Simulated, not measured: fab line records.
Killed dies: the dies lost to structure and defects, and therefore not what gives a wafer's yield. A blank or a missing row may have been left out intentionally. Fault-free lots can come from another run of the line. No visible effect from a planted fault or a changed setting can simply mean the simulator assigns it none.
Matching of chambers + flow nand_harc + 4 sister chambers for NHARC_P_M2_ETCH_35 on rie_diel-12
The step etches the open film in N2/H2, target depth 40 nm, overetch 12 nm, time 43.94 s. 14 wafers are shown with their chamber, then 7 later ones without.

== WAFERS WITH THEIR CHAMBER ==
| wafer  | chamber | drypump_motor_current_A (A) | showerhead_plenum_p_Torr (Torr) | rf_vpp_V (V) |
|--------|---------|-----------------------------|---------------------------------|--------------|
| L164.1 | 3       | 5.83                        | 2.06                            | 431.3        |
| L164.3 | 2       | 5.52                        | 1.90                            | 426.7        |
| L164.5 | 3       | 5.84                        | 2.06                            | 430.6        |
| L166.1 | 2       | 5.50                        | 1.90                            | 425.8        |
| L166.4 | 1       | 5.94                        | 2.09                            | 431.8        |
| L166.5 | 3       | 5.83                        | 2.05                            | 431.6        |
| L168.3 | 1       | 5.94                        | 2.09                            | 431.4        |
| L168.5 | 3       | 5.82                        | 2.05                            | 431.2        |
| L168.6 | 1       | 5.94                        | 2.09                            | 431.4        |
| L175.2 | 1       | 5.94                        | 2.09                            | 432.0        |
| L175.4 | 0       | 5.39                        | 2.00                            | 430.4        |
| L175.6 | 2       | 5.52                        | 1.90                            | 427.3        |
| L176.1 | 2       | 5.52                        | 1.90                            | 426.5        |
| L176.2 | 1       | 5.93                        | 2.08                            | 432.0        |

SIGNATURES, as means of the wafers listed above
| reading                  | chamber 0 | chamber 1 | chamber 2 | chamber 3 | scatter within a chamber |
|--------------------------|-----------|-----------|-----------|-----------|--------------------------|
| drypump_motor_current_A  | 5.3900    | 5.9380    | 5.5150    | 5.8300    | 0.00762                  |
| showerhead_plenum_p_Torr | 2.0000    | 2.0880    | 1.9000    | 2.0550    | 0.00424                  |
| rf_vpp_V                 | 430.400   | 431.720   | 426.575   | 431.175   | 0.452                    |
Rule: a wafer lies at a distance from a chamber equal to the root of the sum of squares, over the readings, of (its reading less the chamber's mean, divided by the reading's scatter). The wafer belongs to the nearest chamber; if the next one is less than 2 further off, it can't be placed. The scatter is the square root of a quotient: the sum, over the shown wafers, of each reading's squared deviation from its chamber's mean, divided by wafers minus chambers.

== WAFERS WITHOUT THEIR CHAMBER ==
| wafer  | drypump_motor_current_A (A) | showerhead_plenum_p_Torr (Torr) | rf_vpp_V (V) |
|--------|-----------------------------|---------------------------------|--------------|
| L176.4 | 5.40                        | 2.00                            | 429.0        |
| L179.1 | 5.95                        | 2.08                            | 432.6        |
| L179.2 | 5.41                        | 2.00                            | 429.1        |
| L179.6 | 5.54                        | 1.90                            | 426.5        |
| L186.1 | 5.83                        | 2.05                            | 431.6        |
| L186.2 | 5.95                        | 2.08                            | 431.5        |
| L186.5 | 5.96                        | 2.08                            | 431.2        |

== THE CHAMBER EACH PASSED THROUGH ==
| wafer  | from the rows above | in truth |
|--------|---------------------|----------|
| L176.4 | 0                   | 0        |
| L179.1 | 1                   | 1        |
| L179.2 | 0                   | 0        |
| L179.6 | 2                   | 2        |
| L186.1 | 3                   | 3        |
| L186.2 | 1                   | 1        |
| L186.5 | 1                   | 1        |
7 of 7 placed correctly. From these rows, 0 cannot be placed. Wrongly placed: 0.
